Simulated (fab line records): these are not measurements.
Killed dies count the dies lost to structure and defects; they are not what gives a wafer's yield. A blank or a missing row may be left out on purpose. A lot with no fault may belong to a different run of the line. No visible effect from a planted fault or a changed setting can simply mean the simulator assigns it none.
fab line records	flow nandHarc
record: lots: 6	wafers: 18	lastDay: 33
route steps=1302 shown P_CONTACT@228 P_M0@253 END@1302
lots untouched by any fault: they come from a run of this same line in which no faults occurred
startH: hours from the record's opening day to when the first of the lot's shown wafers began	waitH: hours elapsed since this lot's preceding step	" same as the row above	L1.1+2: a row that stands for several wafers	- no value, or no start given	* or withheld: withheld	< > ~ a bound
route shown NAME@n: NAME is a module with steps in the file, n the number in the route of the first one	usual: mean/standard deviation of fault-free wafers	same: alike in all rows	chamber/n: place in a boat	sites: the reading at each site	_std_site: the standard deviation of these	_edge_site: mean of outer sites minus mean of inner sites	radiusMm: for every site, how far away it sits from the centre of the wafer	mask NAME#n: copy n	behind: the tool/chamber that last shaped the wafer	hold: reason for holding the lot/hours on hold/outcome of the hold	device: transistor that didn't switch, given as n, p or np	end of line: the route-end tests of the same wafers	step lacking rows: just its recipe	killed: count of dies lost to structure and defects at first sort (not the wafer's yield)	map: dies across one wafer; x = killed, . = not, _ = none there
set.NAME: the run value of the setting; set.NAME@STEP: its run value at that earlier step	model.NAME: the simulator's own value behind a step, which no gauge read
lots at selected steps of the route; one table per step, one row per wafer
services: from which hour (startH, from the record's first day; less than 0 if before it) a tool's chamber was out of use, for how many hours, and why
== steps ==
step: NHARC_P_CONTACT_EBR_08
step: NHARC_P_CONTACT_EXPOSE_09
recipe: na: 1.35	targetCdNm: 90	doseMj: 81.26	maskId: P_CA
step: NHARC_P_CONTACT_PEB_10
recipe: pebTempC: 100	pebTimeS: 65
step: NHARC_P_CONTACT_DEVELOP_11
recipe: developTimeS: 35	devTempC: 23
step: NHARC_P_CONTACT_CD_MEAS_12
recipe: targetCdNm: 90	landingEnergyEv: 500
usual: cdNm: 89.8/0.94
lot.wafer	tool	chamber	startH	waitH	cdNm
L205.1	cdSem-02	0	125.66	-	89.9
L205.2	"	0	"	"	91.1
L205.6	"	0	"	"	90.9
L209.2	cdSem-03	0	168.10	-	89.9
L209.3	"	0	"	"	89.9
L209.6	"	0	"	"	88.5
L210.2	cdSem-02	0	187.69	-	90.6
L210.4	"	0	"	"	91.7
L210.5	"	0	"	"	91.4
L214.1	cdSem-02	0	214.01	-	89.4
L214.2	"	0	"	"	88.6
L214.6	"	0	"	"	89.8
L219.2	cdSem-02	0	263.55	-	88.9
L219.3	"	0	"	"	90.0
L219.6	"	0	"	"	88.2
L226.1	cdSem-02	0	343.51	-	89.5
L226.4	"	0	"	"	89.2
L226.6	"	0	"	"	89.1
step: NHARC_P_CONTACT_OVL_MEAS_13
usual: overlayXNm: -0.2/0.73	overlayYNm: -0.1/0.72
lot.wafer	tool	chamber	startH	waitH	overlayXNm	overlayYNm
L205.1	overlay-01	-	125.75	-	-0.2	-0.2
L205.2	"	-	"	"	-0.4	-0.3
L205.6	"	-	"	"	-0.6	0.2
L209.2	overlay-02	-	168.19	-	-0.4	1.2
L209.3	"	-	"	"	-0.8	1.3
L209.6	"	-	"	"	-0.6	1.3
L210.2	overlay-02	-	187.78	-	-1.0	0.1
L210.4	"	-	"	"	-0.2	0.3
L210.5	"	-	"	"	0.0	0.0
L214.1	overlay-01	-	214.10	-	-0.5	-0.1
L214.2	"	-	"	"	-0.6	-0.4
L214.6	"	-	"	"	-0.8	-0.2
L219.2	overlay-01	-	263.63	-	0.7	-0.4
L219.3	"	-	"	"	0.7	-0.4
L219.6	"	-	"	"	0.4	-0.2
L226.1	overlay-02	-	343.60	-	-1.0	1.0
L226.4	"	-	"	"	-0.9	0.9
L226.6	"	-	"	"	-0.7	0.7
step: NHARC_P_CONTACT_INSPECT_14
usual: rawDefectCount: 4.2/2.3
lot.wafer	tool	chamber	startH	waitH	rawDefectCount
L205.1	defectInspect-02	-	125.79	0.0	2
L205.2	"	-	"	"	7
L205.6	"	-	"	"	6
L209.2	defectInspect-01	-	168.23	0.0	2
L209.3	"	-	"	"	1
L209.6	"	-	"	"	2
L210.2	defectInspect-02	-	187.82	0.0	3
L210.4	"	-	"	"	2
L210.5	"	-	"	"	5
L214.1	defectInspect-02	-	214.13	0.0	5
L214.2	"	-	"	"	6
L214.6	"	-	"	"	4
L219.2	defectInspect-02	-	263.67	0.0	4
L219.3	"	-	"	"	1
L219.6	"	-	"	"	3
L226.1	defectInspect-02	-	343.64	0.0	3
L226.4	"	-	"	"	2
L226.6	"	-	"	"	2
step: NHARC_P_CONTACT_DESCUM_17
recipe: timeS: 3	o2FlowSccm: 200	arFlowSccm: 0	biasPowerW: 0	chemistry: O2
step: NHARC_P_CONTACT_ETCH_35
recipe: targetDepthA: 390	overEtchFrac: 0.3	timeS: 65	ionEnergyEv: 80	cf4FlowSccm: 150	arFlowSccm: 0	rfW: 300	biasW: 100	chemistry: CF4
usual: drypumpMotorCurrentA: 5.8/0.56	oesProductAu: 0.999/0.015	rfFwdPowerW: 297.2/1.5	rfVppV: 151.4/1.2	showerheadPlenumPTorr: 1.79/0.055	throttleValvePct: 13.284/0.0085
same: overEtchFrac: 0.3
lot.wafer	tool	chamber	startH	waitH	drypumpMotorCurrentA	oesProductAu	rfFwdPowerW	rfHoursCounterH	rfVppV	showerheadPlenumPTorr	throttleValvePct
L205.2	rieDiel-01	0	125.93	0.1	4.9	1.008	296.3	2.2	148.9	1.77	13.277
L205.1	"	2	"	"	5.3	0.998	294.5	3.0	151.9	1.80	13.273
L205.6	"	1	"	"	5.7	0.999	299.3	-	151.4	1.86	13.283
L209.3	rieDiel-01	1	168.37	0.1	5.7	0.993	299.8	4.2	152.3	1.86	13.289
L209.2	"	3	"	"	5.9	0.996	296.6	4.0	153.7	1.89	13.296
L209.6	"	1	"	"	5.7	0.989	297.6	-	152.6	1.86	13.271
L210.4	rieDiel-01	1	187.96	0.1	5.7	1.004	298.6	5.1	152.3	1.86	13.279
L210.2	"	2	"	"	5.4	0.991	296.2	4.6	152.7	1.80	13.273
L210.5	"	2	"	"	5.4	0.998	294.2	-	151.7	1.80	13.302
L214.1	rieDiel-01	0	214.28	0.1	4.8	1.010	296.4	0.0	150.5	1.77	13.293
L214.2	"	1	"	"	5.7	0.999	298.8	0.0	153.9	1.86	13.274
L214.6	"	0	"	"	4.9	1.014	297.0	-	151.4	1.77	13.289
L219.3	rieDiel-05	1	263.82	0.1	6.4	0.985	299.9	0.6	151.8	1.80	13.286
L219.2	"	3	"	"	4.8	0.989	297.8	0.8	152.3	1.77	13.296
L219.6	"	0	"	"	5.3	0.969	298.3	-	149.5	1.75	13.283
L226.1	rieDiel-01	0	343.79	0.1	4.9	1.009	297.3	3.8	151.1	1.77	13.288
L226.4	"	2	"	"	5.3	0.980	295.0	3.5	151.6	1.80	13.273
L226.6	"	0	"	"	4.9	1.014	298.5	-	150.9	1.77	13.294
step: NHARC_P_CONTACT_ETCH_36
recipe: targetDepthA: 2600	overEtchFrac: 0.25	timeS: 406.25	ionEnergyEv: 200	n2FlowSccm: 150	h2FlowSccm: 150	arFlowSccm: 0	rfW: 400	biasW: 150	chemistry: N2/H2
usual: drypumpMotorCurrentA: 5.8/0.57	oesProductAu: 0.999/0.014	rfFwdPowerW: 399.2/1.3	rfVppV: 431.1/2.1	showerheadPlenumPTorr: 2.06/0.07	throttleValvePct: 14.172/0.01
same: overEtchFrac: 0.25
lot.wafer	tool	chamber	startH	waitH	drypumpMotorCurrentA	oesProductAu	rfFwdPowerW	rfHoursCounterH	rfVppV	showerheadPlenumPTorr	throttleValvePct
L205.2	rieDiel-01	3	-	-	5.9	0.995	398.7	3.0	436.1	2.19	14.172
L205.1	"	2	"	"	5.3	0.992	397.0	3.0	430.8	2.08	14.156
L205.6	"	0	"	"	4.9	1.014	401.1	-	432.0	2.05	14.169
L209.2	rieDiel-01	2	-	-	5.4	0.987	399.3	4.1	432.6	2.08	14.201
L209.3	"	3	"	"	5.9	1.011	400.4	4.1	434.8	2.19	14.173
L209.6	"	1	"	"	5.8	1.005	400.6	-	432.8	2.16	14.176
L210.4	rieDiel-01	0	-	-	4.9	1.012	400.6	4.4	431.8	2.05	14.169
L210.2	"	2	"	"	5.4	1.012	397.1	4.6	429.8	2.08	14.179
L210.5	"	0	"	"	4.9	1.012	398.4	-	431.3	2.05	14.168
L214.2	rieDiel-01	2	-	-	5.3	0.997	398.7	0.1	431.5	2.08	14.182
L214.1	"	3	"	"	5.9	0.995	398.3	0.1	435.0	2.19	14.176
L214.6	"	0	"	"	4.9	1.011	399.2	-	430.1	2.05	14.186
L219.2	rieDiel-05	0	-	-	5.4	0.977	400.1	0.8	430.0	2.01	14.177
L219.3	"	1	"	"	6.4	0.995	400.7	0.7	431.7	2.08	14.157
L219.6	"	0	"	"	5.3	0.981	399.5	-	429.9	2.01	14.184
L226.1	rieDiel-01	0	-	-	4.9	1.006	399.9	3.9	431.0	2.04	14.155
L226.4	"	2	"	"	5.4	0.981	400.0	3.5	432.5	2.08	14.153
L226.6	"	3	"	"	5.9	1.001	398.4	-	434.6	2.19	14.158
step: NHARC_P_CONTACT_ETCH_18
recipe: targetDepthA: 4810	timeS: 240.5	c4f8FlowSccm: 20	o2FlowSccm: 10	arFlowSccm: withheld	rfW: 600	biasW: 1500	chemistry: C4F8/O2/Ar
step: NHARC_P_CONTACT_STRIP_37
recipe: c4f8FlowSccm: withheld	o2FlowSccm: 8	arFlowSccm: withheld	biasW: 0	chemistry: C4F8/O2/Ar
step: NHARC_P_CONTACT_ETCH_31
recipe: targetDepthA: 300	timeS: 85.7	ionEnergyEv: 120	overEtchFrac: 1	ch3fFlowSccm: 50	o2FlowSccm: 30	arFlowSccm: 200	rfW: 500	biasW: 100	chemistry: CH3F/O2
usual: drypumpMotorCurrentA: 5.8/0.56	oesProductAu: 0.976/0.019	rfFwdPowerW: 495.9/1.8	rfVppV: 244.7/1.4	showerheadPlenumPTorr: 2.49/0.079	throttleValvePct: 20.665/0.0091
same: overEtchFrac: 1
lot.wafer	tool	chamber	startH	waitH	drypumpMotorCurrentA	oesProductAu	rfFwdPowerW	rfHoursCounterH	rfVppV	showerheadPlenumPTorr	throttleValvePct
L205.2	rieDiel-01	2	126.60	-	5.3	0.985	492.9	3.2	244.3	2.50	20.660
L205.1	"	0	"	"	4.9	0.985	495.2	2.6	244.4	2.47	20.667
L205.6	"	1	"	"	5.7	0.976	494.7	-	245.3	2.59	20.660
L209.2	rieDiel-01	1	169.04	-	5.8	0.977	497.9	4.6	245.4	2.59	20.680
L209.3	"	2	"	"	5.3	0.969	493.7	4.2	244.2	2.50	20.647
L209.6	"	1	"	"	5.7	0.975	498.4	-	245.0	2.59	20.672
L210.2	rieDiel-01	3	188.64	-	5.9	0.971	494.5	4.8	247.1	2.63	20.683
L210.4	"	0	"	"	4.9	0.969	497.9	4.8	246.4	2.47	20.665
L210.5	"	2	"	"	5.4	0.956	492.2	-	244.4	2.50	20.661
L214.2	rieDiel-01	1	214.95	-	5.7	0.966	495.7	0.3	247.2	2.59	20.666
L214.1	"	2	"	"	5.3	0.963	493.3	0.2	244.9	2.50	20.686
L214.6	"	0	"	"	4.9	1.001	492.4	-	245.2	2.47	20.663
L219.2	rieDiel-05	3	264.47	-	4.8	0.934	497.6	1.1	242.4	2.46	20.662
L219.3	"	0	"	"	5.3	0.916	494.0	1.1	245.1	2.43	20.671
L219.6	"	0	"	"	5.4	0.930	495.2	-	244.8	2.43	20.664
L226.4	rieDiel-01	3	344.45	-	5.9	0.990	495.1	3.9	245.9	2.63	20.666
L226.1	"	1	"	"	5.7	0.991	496.6	4.0	246.9	2.59	20.664
L226.6	"	2	"	"	5.4	0.953	494.3	-	246.2	2.50	20.679
step: NHARC_P_CONTACT_CD_MEAS_19
usual: cdNm: 89.1/2
lot.wafer	tool	chamber	startH	waitH	cdNm
L205.1	cdSem-01	-	126.73	-	89.0
L205.2	"	-	"	"	90.4
L205.6	"	-	"	"	88.0
L209.2	cdSem-01	-	169.16	-	89.7
L209.3	"	-	"	"	90.1
L209.6	"	-	"	"	91.2
L210.2	cdSem-03	-	188.75	-	90.8
L210.4	"	-	"	"	89.6
L210.5	"	-	"	"	88.5
L214.1	cdSem-02	-	215.07	-	85.6
L214.2	"	-	"	"	89.0
L214.6	"	-	"	"	90.0
L219.2	cdSem-02	-	264.60	-	90.3
L219.3	"	-	"	"	90.6
L219.6	"	-	"	"	89.6
L226.1	cdSem-03	-	344.57	-	91.0
L226.4	"	-	"	"	88.8
L226.6	"	-	"	"	90.0
step: NHARC_P_CONTACT_STRIP_28
recipe: o2FlowSccm: 500	arFlowSccm: 0	biasW: 0	chemistry: O2
usual: drypumpMotorCurrentA: 5.8/0.61	oesProductAu: 0.998/0.016	rfVppV: 57.8/0.85	showerheadPlenumPTorr: 3.55/0.1	throttleValvePct: 17.039/0.01
lot.wafer	tool	chamber	startH	waitH	drypumpMotorCurrentA	oesProductAu	rfHoursCounterH	rfVppV	showerheadPlenumPTorr	throttleValvePct
L205.1	rieDiel-08	2	126.81	0.1	6.1	0.979	3.4	56.8	3.58	17.039
L205.2	"	3	"	"	6.4	0.994	4.1	58.0	3.43	17.031
L205.6	"	2	"	"	6.1	0.989	-	56.9	3.58	17.033
L209.3	rieDiel-01	0	169.23	0.1	4.9	1.009	3.9	58.3	3.54	17.019
L209.2	"	1	"	"	5.7	0.987	4.7	58.5	3.71	17.033
L209.6	"	1	"	"	5.7	0.991	-	57.9	3.71	17.060
L210.4	rieDiel-05	0	188.82	0.1	5.3	1.001	4.2	59.1	3.48	17.046
L210.2	"	1	"	"	6.4	0.994	2.3	58.2	3.59	17.055
L210.5	"	1	"	"	6.4	0.992	-	56.2	3.59	17.050
L214.1	rieDiel-05	1	215.14	0.1	6.4	0.990	3.2	58.7	3.59	17.048
L214.2	"	0	"	"	5.3	0.993	5.0	57.1	3.48	17.050
L214.6	"	1	"	"	6.4	0.996	-	57.2	3.59	17.048
L219.2	rieDiel-01	2	264.69	0.1	5.3	0.994	1.9	56.8	3.59	17.027
L219.3	"	0	"	"	4.9	1.008	2.2	58.3	3.54	17.052
L219.6	"	2	"	"	5.3	0.997	-	58.3	3.59	17.041
L226.1	rieDiel-08	2	344.65	0.1	6.2	0.983	9.1	59.0	3.57	17.032
L226.4	"	0	"	"	6.0	0.998	-	57.2	3.42	17.024
L226.6	"	1	"	"	6.3	0.996	-	58.3	3.68	17.038
step: NHARC_P_CONTACT_STRIP_29
recipe: timeS: 1200	tempC: 72.5	chemistry: postEtchResidueRemover
step: NHARC_P_CONTACT_DEGAS_38
recipe: tempC: 300	timeS: 60
usual: heaterPowerW: 467/42
lot.wafer	tool	chamber	startH	waitH	heaterPowerW
L205.2	pvdSputter-01	-	127.45	-	541
L205.1	"	-	"	"	523
L205.6	"	-	"	"	515
L209.3	pvdSputter-02	-	169.88	-	408
L209.2	"	-	"	"	475
L209.6	"	-	"	"	397
L210.2	pvdSputter-03	-	189.47	-	413
L210.4	"	-	"	"	480
L210.5	"	-	"	"	459
L214.2	pvdSputter-01	-	215.83	-	497
L214.1	"	-	"	"	453
L214.6	"	-	"	"	512
L219.2	pvdSputter-02	-	265.32	-	415
L219.3	"	-	"	"	412
L219.6	"	-	"	"	420
L226.1	pvdSputter-03	-	345.32	-	515
L226.4	"	-	"	"	500
L226.6	"	-	"	"	498
step: NHARC_P_CONTACT_PRE_CLEAN_39
recipe: timeS: 19.5	biasV: 250	gas: Ar
step: NHARC_P_CONTACT_PVD_32
recipe: targetThkA: 50	chamberPressurePa: 5	powerW: 5000	substrateTempC: 200	timeS: 17.7	material: Ti
step: NHARC_P_CONTACT_ALD_22
recipe: targetThkA: 30	pulseTimeS: 1	aldCycles: 150	tempC: 450	material: TiN
step: NHARC_P_CONTACT_CVD_23
recipe: targetThkA: 2000	tempC: 300	pressureTorr: 40	wf6FlowSccm: 40	h2FlowSccm: 1600	arFlowSccm: 1560	timeS: 557	material: W
step: NHARC_P_CONTACT_CMP_24
recipe: tOverpolishS: 30	targetThkNm: 200
step: NHARC_P_CONTACT_SRD_26
step: NHARC_P_M0_DEP_00
recipe: targetThkA: 1500	targetThkNm: 150	tempC: withheld	pressureTorr: 5	flowSccm: 200	rfW: 600	material: SiOC
step: NHARC_P_M0_DEHYDRATE_01
recipe: tempC: 150	timeS: 120
step: NHARC_P_M0_HMDS_02
recipe: timeS: 30
step: NHARC_P_M0_COAT_33
recipe: tempC: 200	timeS: 65
step: NHARC_P_M0_COAT_03
recipe: spinRpm: 1500	resistThkNm: 90
step: NHARC_P_M0_SOFTBAKE_04
recipe: tempC: 105	timeS: 55
step: NHARC_P_M0_EBR_05
step: NHARC_P_M0_EXPOSE_06
recipe: na: 1.35	targetCdNm: 90	doseMj: 81.28	maskId: P_M0
step: NHARC_P_M0_PEB_07
recipe: pebTempC: 100	pebTimeS: 65
step: NHARC_P_M0_DEVELOP_08
recipe: developTimeS: 35	devTempC: 23
step: NHARC_P_M0_CD_MEAS_09
recipe: targetCdNm: 90	landingEnergyEv: 500
usual: cdNm: 89.9/0.78
lot.wafer	tool	chamber	startH	waitH	cdNm
L205.1	cdSem-02	0	129.84	-	87.8
L205.2	"	0	"	"	90.1
L205.6	"	0	"	"	88.1
L209.2	cdSem-03	0	172.33	-	88.7
L209.3	"	0	"	"	89.3
L209.6	"	0	"	"	89.7
L210.2	cdSem-03	0	191.89	-	90.9
L210.4	"	0	"	"	90.1
L210.5	"	0	"	"	91.2
L214.1	cdSem-02	0	218.26	-	89.2
L214.2	"	0	"	"	89.6
L214.6	"	0	"	"	89.7
L219.2	cdSem-02	0	267.72	-	89.1
L219.3	"	0	"	"	90.3
L219.6	"	0	"	"	88.5
L226.1	cdSem-03	0	347.59	-	90.4
L226.4	"	0	"	"	90.4
L226.6	"	0	"	"	89.2
step: NHARC_P_M0_OVL_MEAS_10
recipe: pitchNm: 180
usual: overlayXNm: -0.2/0.72	overlayYNm: -0.1/0.94
lot.wafer	tool	chamber	startH	waitH	overlayXNm	overlayYNm
L205.1	overlay-01	-	129.93	-	1.0	0.5
L205.2	"	-	"	"	0.8	0.5
L205.6	"	-	"	"	0.3	1.0
L209.2	overlay-01	-	172.41	-	0.5	0.0
L209.3	"	-	"	"	0.0	0.1
L209.6	"	-	"	"	0.2	-1.1
L210.2	overlay-01	-	191.97	-	-0.8	0.6
L210.4	"	-	"	"	-0.9	0.5
L210.5	"	-	"	"	-0.4	0.2
L214.1	overlay-02	-	218.34	-	0.1	0.6
L214.2	"	-	"	"	0.0	-0.2
L214.6	"	-	"	"	-0.1	0.4
L219.2	overlay-01	-	267.81	-	-0.6	-0.2
L219.3	"	-	"	"	-0.7	-0.2
L219.6	"	-	"	"	-0.9	-0.1
L226.1	overlay-02	-	347.68	-	-0.4	0.3
L226.4	"	-	"	"	-0.5	0.6
L226.6	"	-	"	"	-0.4	0.5
step: NHARC_P_M0_DESCUM_14
recipe: timeS: 3	o2FlowSccm: 200	arFlowSccm: 0	biasPowerW: 0	chemistry: O2
step: NHARC_P_M0_ETCH_34
recipe: targetDepthA: 400	overetchA: 120	timeS: 43.94	ionEnergyEv: 200	n2FlowSccm: 150	h2FlowSccm: 150	arFlowSccm: 0	rfW: 400	biasW: 150	chemistry: N2/H2
step: NHARC_P_M0_ETCH_15
recipe: targetDepthA: 1500	overetchA: 150	timeS: 82.5	c4f8FlowSccm: withheld	arFlowSccm: 400	rfW: 600	biasW: 300	chemistry: C4F8/Ar
usual: oesProductAu: 0.967/0.017	rfFwdPowerW: 596.7/2	rfVppV: 440.9/2.7
lot.wafer	tool	chamber	startH	waitH	oesProductAu	rfFwdPowerW	rfHoursCounterH	rfVppV
L205.2	rieDiel-07	1	-	-	0.971	592.6	0	436.8
L205.1	"	2	"	"	0.970	600.1	0	441.5
L205.6	"	3	"	"	1.007	595.4	-	439.4
L209.2	rieDiel-07	1	-	-	0.984	596.4	8	437.2
L209.3	"	3	"	"	0.983	596.9	9	441.8
L209.6	"	3	"	"	0.995	599.1	-	441.5
L210.4	rieDiel-07	3	-	-	0.980	597.6	12	440.8
L210.2	"	1	"	"	0.966	597.0	12	436.7
L210.5	"	2	"	"	0.973	598.4	-	441.3
L214.1	rieDiel-07	0	-	-	0.955	597.8	10	445.5
L214.2	"	1	"	"	0.974	595.2	14	435.6
L214.6	"	3	"	"	0.986	600.1	-	439.6
L219.3	rieDiel-13	3	-	-	0.949	592.9	34	440.2
L219.2	"	0	"	"	0.965	596.5	27	439.1
L219.6	"	2	"	"	0.967	598.3	-	437.6
L226.1	rieDiel-04	0	-	-	0.973	596.9	52	444.1
L226.4	"	1	"	"	0.972	594.9	48	440.6
L226.6	"	2	"	"	0.988	597.0	-	444.6
step: NHARC_P_M0_CD_MEAS_16
usual: cdNm: 89.9/1.1
lot.wafer	tool	chamber	startH	waitH	cdNm
L205.1	cdSem-02	-	130.33	-	87.4
L205.2	"	-	"	"	89.5
L205.6	"	-	"	"	87.7
L209.2	cdSem-01	-	172.86	-	88.7
L209.3	"	-	"	"	89.4
L209.6	"	-	"	"	90.3
L210.2	cdSem-02	-	192.37	-	91.4
L210.4	"	-	"	"	90.2
L210.5	"	-	"	"	93.2
L214.1	cdSem-01	-	218.74	-	90.0
L214.2	"	-	"	"	90.1
L214.6	"	-	"	"	90.1
L219.2	cdSem-01	-	268.21	-	89.6
L219.3	"	-	"	"	90.0
L219.6	"	-	"	"	87.5
L226.1	cdSem-01	-	348.08	-	89.3
L226.4	"	-	"	"	90.8
L226.6	"	-	"	"	89.0
step: NHARC_END_SORT_01
recipe: tempC: 25
usual: killedAtArray: 52/16	killedAtOther: 0.8/0.98	killedAtPeriphery: 4.2/2.9	killedDies: 57/16	killedOpen: 3.3/1.9	killedShort: 2.5/1.5
same: grossDies: 677
lot.wafer	tool	chamber	startH	waitH	killedAtArray	killedAtOther	killedAtPeriphery	killedDies	killedOpen	killedShort
L210.2	prober-02	0	625.46	2.7	49	0	102	151	4	1
L210.4	prober-02	0	627.05	3.4	59	1	96	156	3	2
L210.5	prober-02	0	627.85	3.7	63	0	90	153	3	4
L214.1	prober-02	0	663.31	2.5	54	3	91	148	1	3
L214.2	prober-02	0	664.11	2.8	72	2	72	146	0	1
L214.6	prober-02	0	667.29	4.0	34	3	84	121	2	1
killed by level:class
L210.2 P_CONTACT:unspecified=97 A_CHANNEL_HOLE_D2:chamberFilmFlake=18 A_SLIT:chamberFilmFlake=14 A_STAIRCASE:chamberFilmFlake=5 A_M1:chamberFilmFlake=4 A_CHANNEL_HOLE_D1:chamberFilmFlake=3 A_CONTACT:chamberFilmFlake=3 P_CONTACT:geometricParticle:open=2
L210.4 P_CONTACT:unspecified=92 A_SLIT:chamberFilmFlake=23 A_CHANNEL_HOLE_D2:chamberFilmFlake=20 A_M1:chamberFilmFlake=4 A_CHANNEL_HOLE_D1:chamberFilmFlake=3 A_STAIRCASE:chamberFilmFlake=2 A_SGD_CUT:chamberFilmFlake=2 P_GATE:geometricParticle:open=1
L210.5 P_CONTACT:unspecified=86 A_CHANNEL_HOLE_D2:chamberFilmFlake=29 A_SLIT:chamberFilmFlake=18 A_CHANNEL_FILL_D1:chamberFilmFlake=3 A_M0:chamberFilmFlake=3 A_CHANNEL_HOLE_D1:chamberFilmFlake=2 P_CONTACT:geometricParticle:short=1 P_M0:geometricParticle:short=1
L214.1 P_CONTACT:unspecified=86 A_SLIT:chamberFilmFlake=21 A_CHANNEL_HOLE_D2:chamberFilmFlake=14 A_CHANNEL_HOLE_D1:chamberFilmFlake=6 P_CONTACT:chamberFilmFlake=4 THIN_TSV:chamberFilmFlake=3 A_CONTACT:chamberFilmFlake=3 A_BLC:chamberFilmFlake=3
L214.2 P_CONTACT:unspecified=70 A_SLIT:chamberFilmFlake=40 A_CHANNEL_HOLE_D2:chamberFilmFlake=10 A_CHANNEL_HOLE_D1:chamberFilmFlake=8 A_BLC:chamberFilmFlake=4 P_CONTACT:chamberFilmFlake=2 A_ZERO_WELL:chamberFilmFlake=2 A_CHANNEL_FILL_D1:chamberFilmFlake=2
L214.6 P_CONTACT:unspecified=81 A_SLIT:chamberFilmFlake=12 A_CHANNEL_HOLE_D2:chamberFilmFlake=7 A_BLC:chamberFilmFlake=5 A_CHANNEL_HOLE_D1:chamberFilmFlake=3 THIN_TSV:chamberFilmFlake=3 A_STAIRCASE:chamberFilmFlake=2 A_CONTACT:chamberFilmFlake=2
map L210.4 (x killed, . not)
____________.____________
_________x......_________
_______x.........._______
______.............______
_____..............x_____
____.................____
____..x....x.........____
___....xx.........x.x.___
___...xxx.x.x.........___
__...xxxxxxx..........x__
__...xxxxxxxx..x.......__
_...xxxxxxxx.........xx._
_...xxxxxxxxx.......xxx._
_...xxxxxxxx........xxxx_
_...xxxxxxxx.x........xx_
_..x.xxxxxxxx........xxx_
.....xxxxxxxx.........x.x
......xxxxx.........x..xx
...x.xxxxxxxx...........x
.....x.xxxx..............
.........x...............
_.......x..............._
_.....x................._
_......................._
_.....x................._
_......................._
__...x.................__
__...x.................__
___...x.......x....x..___
___..............x..xx___
____..........xx.x.xx____
____......x......xxx.____
_____.......x..xxxxx_____
______........xx.xx______
_______.........xx_______
_________.x....x_________
____________.____________
map L214.1 (x killed, . not)
____________.____________
_________......._________
_______..........._______
______.............______
_____..............._____
____...x.............____
____.......x.........____
___...................___
___..........x........___
__.......x........x.x..__
__.......x.............__
_......................._
_........xx......x......_
_......x.x.............._
_.x......x.x............_
_......x..xxx..........._
.......xxxxxx............
.....x..xxxxxx...........
..x...xxxxxxxx...........
......xxxxxxxx...........
......xxxxxxxxxx.........
_.....xxxxxxxx.x......x._
_.....xxxxxxxxx........._
_...xxxxxxxxxx.........x_
_..xxxxxxxxxxxxx........_
_..xxxxxxxxxx..........._
__..xxx.xx..x..........__
__......xx.............__
___.x.x..........x....___
___...x..x.....xx.x...___
____..xx...x.....x..x____
____............x.xxx____
_____............xxx_____
______.......x.xxxx______
_______.......x.xx_______
_________......._________
____________.____________
== services ==
tool	chamber	startH	hours	kind
pvdSputter-02	-	104.00	10.0	pm
rieDiel-07	-	117.22	9.0	pm
rieDiel-05	3	128.90	12.1	repair
rieDiel-05	1	139.90	16.7	repair
rieDiel-07	0	160.90	19.4	repair
rieDiel-05	3	161.83	10.5	repair
rieDiel-01	-	169.44	1.1	repair
rieDiel-08	-	190.81	9.0	pm
rieDiel-01	-	203.80	9.0	pm
pvdSputter-01	-	205.66	10.1	repair
pvdSputter-03	-	209.34	10.0	pm
rieDiel-05	0	221.39	7.3	repair
pvdSputter-01	-	226.00	10.0	pm
rieDiel-05	-	229.60	9.0	pm
rieDiel-01	3	238.91	4.1	repair
rieDiel-05	-	272.34	2.6	repair
rieDiel-05	2	278.46	7.6	repair
rieDiel-05	3	280.32	3.9	repair
pvdSputter-02	-	282.06	10.0	pm
rieDiel-01	2	293.56	4.0	repair
rieDiel-07	-	294.22	9.0	pm
rieDiel-08	1	296.52	9.6	repair
rieDiel-08	0	324.33	6.1	repair
rieDiel-08	3	330.57	57.5	repair
== key ==
firstSign: step: NHARC_END_SORT_01	reading: killedAtPeriphery	direction: up	sigmas: 29	usual: 4.2	struck: 89.2
effect: step: NHARC_END_SORT_01	reading: killedDies	direction: up	sigmas: 5.4	usual: 57	struck: 146
moreKillsBornAt: NHARC_P_CONTACT_ETCH_31@rieDiel-01: 505
metAt NHARC_P_CONTACT_ETCH_31
struckWafers L210.2,L210.4,L210.5,L214.1,L214.2,L214.6
testerLeftOut L210,L214
onsetBetween 169.04 188.64
alsoFits NHARC_P_CONTACT_STRIP_28:rieDiel-05,NHARC_P_M0_ETCH_15:rieDiel-07
fault: kind: chamberParticleSource	tool: rieDiel-01	chamber: -	onsetH: 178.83	steps: NHARC_P_CONTACT_ETCH_31	ratePerVisitCm2: 1.0227	endH: 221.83
testerLeftOut: of these lots the tester's yield and bins aren't shown, on N5 and GAA mostly nor the transistor test; their killed dies are dies lost to structure and defects alone, not to doping, threshold or leakage, so they don't give the yield
